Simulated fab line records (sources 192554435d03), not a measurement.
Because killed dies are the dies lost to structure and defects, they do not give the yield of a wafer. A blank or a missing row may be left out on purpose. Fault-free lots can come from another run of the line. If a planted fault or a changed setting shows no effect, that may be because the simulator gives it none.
Chamber matching / flow n5 finfet / N5_MOL_CONTACT_COAG_ETCH_106 on rie diel-05: 4 sister chambers
The step etches SOC in N2/H2, target depth 80 nm, overetch 16 nm, time 120 s. 14 wafers are shown with their chamber, then 7 later ones without.

EACH WAFER AND ITS CHAMBER
wafer=L082.4; chamber=0; throttle valve pct (%)=17.50; showerhead plenum p Torr (Torr)=2.49; drypump motor current A (A)=6.1
wafer=L082.5; chamber=1; throttle valve pct (%)=17.94; showerhead plenum p Torr (Torr)=2.50; drypump motor current A (A)=5.8
wafer=L082.6; chamber=0; throttle valve pct (%)=17.50; showerhead plenum p Torr (Torr)=2.49; drypump motor current A (A)=6.1
wafer=L083.4; chamber=0; throttle valve pct (%)=17.50; showerhead plenum p Torr (Torr)=2.49; drypump motor current A (A)=6.1
wafer=L083.5; chamber=2; throttle valve pct (%)=17.84; showerhead plenum p Torr (Torr)=2.62; drypump motor current A (A)=5.5
wafer=L083.6; chamber=3; throttle valve pct (%)=18.14; showerhead plenum p Torr (Torr)=2.63; drypump motor current A (A)=6.1
wafer=L088.2; chamber=3; throttle valve pct (%)=18.16; showerhead plenum p Torr (Torr)=2.62; drypump motor current A (A)=6.0
wafer=L088.4; chamber=0; throttle valve pct (%)=17.49; showerhead plenum p Torr (Torr)=2.49; drypump motor current A (A)=6.1
wafer=L088.5; chamber=0; throttle valve pct (%)=17.51; showerhead plenum p Torr (Torr)=2.49; drypump motor current A (A)=6.1
wafer=L090.1; chamber=0; throttle valve pct (%)=17.51; showerhead plenum p Torr (Torr)=2.48; drypump motor current A (A)=6.1
wafer=L090.3; chamber=2; throttle valve pct (%)=17.86; showerhead plenum p Torr (Torr)=2.62; drypump motor current A (A)=5.5
wafer=L090.5; chamber=0; throttle valve pct (%)=17.51; showerhead plenum p Torr (Torr)=2.48; drypump motor current A (A)=6.1
wafer=L091.3; chamber=3; throttle valve pct (%)=18.16; showerhead plenum p Torr (Torr)=2.62; drypump motor current A (A)=6.0
wafer=L091.5; chamber=0; throttle valve pct (%)=17.52; showerhead plenum p Torr (Torr)=2.48; drypump motor current A (A)=6.1

SIGNATURES, as means of the wafers listed above
reading=throttle valve pct; chamber 0=17.5050; chamber 1=17.9400; chamber 2=17.8500; chamber 3=18.1533; scatter within a chamber=0.0103
reading=showerhead plenum p Torr; chamber 0=2.4863; chamber 1=2.5000; chamber 2=2.6200; chamber 3=2.6233; scatter within a chamber=0.00504
reading=drypump motor current A; chamber 0=6.100; chamber 1=5.800; chamber 2=5.500; chamber 3=6.033; scatter within a chamber=0.0258
Rule: for a wafer and a chamber, the distance is found by dividing, reading by reading, the gap between the wafer's reading and the chamber's mean by the reading's scatter, squaring, summing and taking the root. The wafer belongs to the nearest chamber; if the next one is less than 2 further off, it can't be placed. The scatter: take each reading less its chamber's mean, square it, sum over the shown wafers, divide by the number of wafers less the number of chambers, and take the root.

WAFERS WITH NO CHAMBER GIVEN
wafer=L091.6; throttle valve pct (%)=17.94; showerhead plenum p Torr (Torr)=2.50; drypump motor current A (A)=5.8
wafer=L094.1; throttle valve pct (%)=18.18; showerhead plenum p Torr (Torr)=2.62; drypump motor current A (A)=6.1
wafer=L094.5; throttle valve pct (%)=17.95; showerhead plenum p Torr (Torr)=2.49; drypump motor current A (A)=5.8
wafer=L094.6; throttle valve pct (%)=17.53; showerhead plenum p Torr (Torr)=2.48; drypump motor current A (A)=6.1
wafer=L096.1; throttle valve pct (%)=18.19; showerhead plenum p Torr (Torr)=2.62; drypump motor current A (A)=6.1
wafer=L096.2; throttle valve pct (%)=17.51; showerhead plenum p Torr (Torr)=2.62; drypump motor current A (A)=5.5
wafer=L096.5; throttle valve pct (%)=17.54; showerhead plenum p Torr (Torr)=2.48; drypump motor current A (A)=6.1

EACH ONE'S CHAMBER
wafer=L091.6; from the rows above=1; in truth=1
wafer=L094.1; from the rows above=3; in truth=3
wafer=L094.5; from the rows above=1; in truth=1
wafer=L094.6; from the rows above=0; in truth=0
wafer=L096.1; from the rows above=3; in truth=3
wafer=L096.2; from the rows above=2; in truth=2
wafer=L096.5; from the rows above=0; in truth=0
7 of 7 placed correctly. Left unplaced by these rows: 0. Wrongly placed: 0.
